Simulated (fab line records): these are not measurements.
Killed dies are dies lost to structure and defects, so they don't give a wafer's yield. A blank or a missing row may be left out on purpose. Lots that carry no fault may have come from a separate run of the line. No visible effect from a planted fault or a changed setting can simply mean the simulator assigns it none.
Which of the tools did it? || flow nand_harc || 24 lots (72 wafers sampled), 1 step of a 1302-step route

## WHAT EACH GAUGE READ, for each wafer
NHARC_P_M0_INSPECT_11.
{"lot": "L074", "measured": "day 5 18:55", "on": "defect_inspect-02", "raw_defect_count": "6 1 8"}
{"lot": "L075", "measured": "day 6 13:18", "on": "defect_inspect-01", "raw_defect_count": "5 13 3"}
{"lot": "L076", "measured": "day 6 22:23", "on": "defect_inspect-02", "raw_defect_count": "4 4 4"}
{"lot": "L077", "measured": "day 7 02:25", "on": "defect_inspect-02", "raw_defect_count": "5 6 1"}
{"lot": "L078", "measured": "day 7 20:13", "on": "defect_inspect-02", "raw_defect_count": "7 5 11"}
{"lot": "L079", "measured": "day 8 00:58", "on": "defect_inspect-02", "raw_defect_count": "3 7 1"}
{"lot": "L080", "measured": "day 8 14:51", "on": "defect_inspect-02", "raw_defect_count": "3 8 0"}
{"lot": "L081", "measured": "day 8 18:17", "on": "defect_inspect-01", "raw_defect_count": "2 7 4"}
{"lot": "L082", "measured": "day 9 09:08", "on": "defect_inspect-02", "raw_defect_count": "1 0 0"}
{"lot": "L083", "measured": "day 9 15:31", "on": "defect_inspect-01", "raw_defect_count": "4 2 1"}
{"lot": "L084", "measured": "day 10 10:50", "on": "defect_inspect-02", "raw_defect_count": "5 1 4"}
{"lot": "L085", "measured": "day 10 13:23", "on": "defect_inspect-01", "raw_defect_count": "8 5 5"}
{"lot": "L086", "measured": "day 11 03:25", "on": "defect_inspect-01", "raw_defect_count": "7 6 9"}
{"lot": "L087", "measured": "day 11 12:59", "on": "defect_inspect-02", "raw_defect_count": "4 1 1"}
{"lot": "L088", "measured": "day 12 05:37", "on": "defect_inspect-02", "raw_defect_count": "2 3 1"}
{"lot": "L089", "measured": "day 12 06:18", "on": "defect_inspect-01", "raw_defect_count": "2 4 4"}
{"lot": "L090", "measured": "day 12 19:52", "on": "defect_inspect-01", "raw_defect_count": "1 6 8"}
{"lot": "L091", "measured": "day 13 01:28", "on": "defect_inspect-02", "raw_defect_count": "14 7 13"}
{"lot": "L092", "measured": "day 13 16:05", "on": "defect_inspect-01", "raw_defect_count": "7 8 5"}
{"lot": "L093", "measured": "day 14 05:19", "on": "defect_inspect-01", "raw_defect_count": "6 6 4"}
{"lot": "L094", "measured": "day 14 09:16", "on": "defect_inspect-02", "raw_defect_count": "6 4 10"}
{"lot": "L095", "measured": "day 14 13:59", "on": "defect_inspect-01", "raw_defect_count": "5 6 2"}
{"lot": "L096", "measured": "day 15 05:50", "on": "defect_inspect-02", "raw_defect_count": "10 6 5"}
{"lot": "L097", "measured": "day 15 09:56", "on": "defect_inspect-02", "raw_defect_count": "7 3 4"}

## EACH LOT AND THE TOOL THAT RAN IT (in order: tool; ch and the chambers of the sampled wafers; start)
The record shows no process step preceding these readings.

## WHAT THE TOOLS THEMSELVES READ (means of the sampled wafers that have a number; where no wafer has one, the mark that the record gives instead)
The record holds no such reading with a usual standard deviation.

## THE ANSWER, worked out from the rows above alone
Rule: the lots themselves supply what counts as usual. Put in order of their means at a reading, lots are off if they are a third of the lots or fewer, leave a main group of 4 or more, and stand apart from it by a gap of 3 or more times the standard deviation of the main group's means; of several such gaps the widest counts. If all means in a main group match to the digits the tables above print for the reading, that group is not used. A lot without any number at a reading at which 4 lots or more have one is off too. The other lots that the step has rows for count as sound. Order of review: gauges by route order, followed by the tools' own readings, for which a lot's mean as printed above is used. The first step at which some lot is off is used, and at that step the reading that is off furthest; a lot without a number counts as furthest.
Nothing can be told from this: no lot is off at any reading shown.

## WHAT WAS PUT IN BY THE SIMULATOR
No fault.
